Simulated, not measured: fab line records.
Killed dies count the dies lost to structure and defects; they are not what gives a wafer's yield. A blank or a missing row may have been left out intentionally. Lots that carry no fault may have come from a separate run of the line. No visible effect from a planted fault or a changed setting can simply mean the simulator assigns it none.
Struck lot and sound lot, side by side | flow n5_finfet | 14 steps out of a route of 1938
Sound: these wafers, L195.1, L195.3, L195.4. The struck wafers were L185.4, L185.5, L185.6. The cause comes at the end.
For every step that has rows: the tool of each side, followed by ch and its chambers, followed by its first start. Under that, the readings that differ: sound wafers | struck wafers | difference of the means | sigmas: that difference in standard deviations of wafers without a fault.
alike: readings whose means differ by less than 2 such deviations, and words and numbers that are the same on both sides. not compared: withheld readings, readings that some wafer has no value for, bounds like >300 that may hide the same value, and numbers for which the record gives no deviation and whose values overlap.
A row with sigmas, a row that says differs or no value, or rows on one side alone: a step with any of these is where the two part. Numbers that don't overlap but have no deviation are shown without sigmas and don't part them. A reading missing from all wafers of one side parts the sides only when that side holds two or more wafers.

N5_BEOL_M0_SAQP_SPACER2_ALD_26: deposits SiO2, target thk 15 nm, pulse time 1 s, purge time 2 s.
  sound on ald_sin-02 ch 0,2,3, day 11 00:36; struck on ald_sin-02 ch 2,3, day 7 18:49
  alike: heater_power_w, precursor_pulse_height_rel
N5_BEOL_M0_SAQP_SPACER2_ETCHBACK_27: etches SiO2 in CHF3/O2, target depth 22.5 nm, time 11.25 s.
  sound on rie_diel-02 ch 1,2,3, day 11 01:26; struck on rie_diel-01 ch 0,1,3, day 7 19:37
  alike: drypump_motor_current_A, oes_product_au, rf_vpp_V, showerhead_plenum_p_Torr, throttle_valve_pct
  not compared: rf_hours_counter_h
N5_BEOL_M0_SAQP_MANDREL2_REMOVE_110: chemistry HBr/Cl2/O2, target a-Si, stops on SiCN, bt time 10 s.
  sound on rie_si-02 ch 0,2,3, day 11 01:32; struck on rie_si-02 ch 0,1,3, day 7 19:43
  alike: drypump_motor_current_A, oes_product_au, throttle_valve_pct
  not compared: rf_hours_counter_h
N5_BEOL_M0_SAQP_CD_MEAS_29 targets a cd of 14.4 nm.
  sound on cd_sem-03 ch 0, day 11 01:39; struck on cd_sem-01 ch 0, day 7 19:49
  alike: cd_nm
then, 8 steps without rows for these wafers: N5_BEOL_M0_SAQP_COAT_69 (time 60 s, resist thk 90 nm); N5_BEOL_M0_SAQP_COAT_72 (time 60 s, resist thk 15 nm); N5_BEOL_M0_SAQP_COAT_87 (time 60 s, resist thk 5 nm); N5_BEOL_M0_SAQP_COAT_34 (resist thk 30 nm); N5_BEOL_M0_SAQP_EBR_36; N5_BEOL_M0_SAQP_SOFTBAKE_35 (time 60 s); N5_BEOL_M0_SAQP_EXPOSE_37 (exposes mask M0 CUT1, target cd 30 nm); N5_BEOL_M0_SAQP_PEB_38 (peb time 60 s).
N5_BEOL_M0_SAQP_DEVELOP_39: develop time 30 s.
  struck on litho_track-02, day 7 20:12; sound on litho_track-03 ch 0, day 11 02:01
  no value came back on the struck wafers for chill_plate_temp_C (C), develop_time_s (s); on the sound wafers chill_plate_temp_C (C) reads 23.02 23.02 22.99
  reading                                           | sound          | struck     | difference | sigmas
  model.CAR-EUV_of_BEOL_M0_SAQP_COAT_34.thk_nm (nm) | 29.6 29.6 29.6 | 30 30 29.8 | +0         |
N5_BEOL_M0_SAQP_CD_MEAS_40 targets a cd of 30 nm.
  sound on cd_sem-02 ch 0, day 11 02:05; struck on cd_sem-01 ch 0, day 7 20:16
  reading    | sound          | struck | difference                    | sigmas
  cd_nm (nm) | 30.4 29.8 29.7 | - - -  | no value on the struck wafers |

== WHERE THEY PART ==
Earliest at N5_BEOL_M0_SAQP_DEVELOP_39; latest, in this record, at N5_BEOL_M0_SAQP_CD_MEAS_40.

WHY: what had been put in by the simulator
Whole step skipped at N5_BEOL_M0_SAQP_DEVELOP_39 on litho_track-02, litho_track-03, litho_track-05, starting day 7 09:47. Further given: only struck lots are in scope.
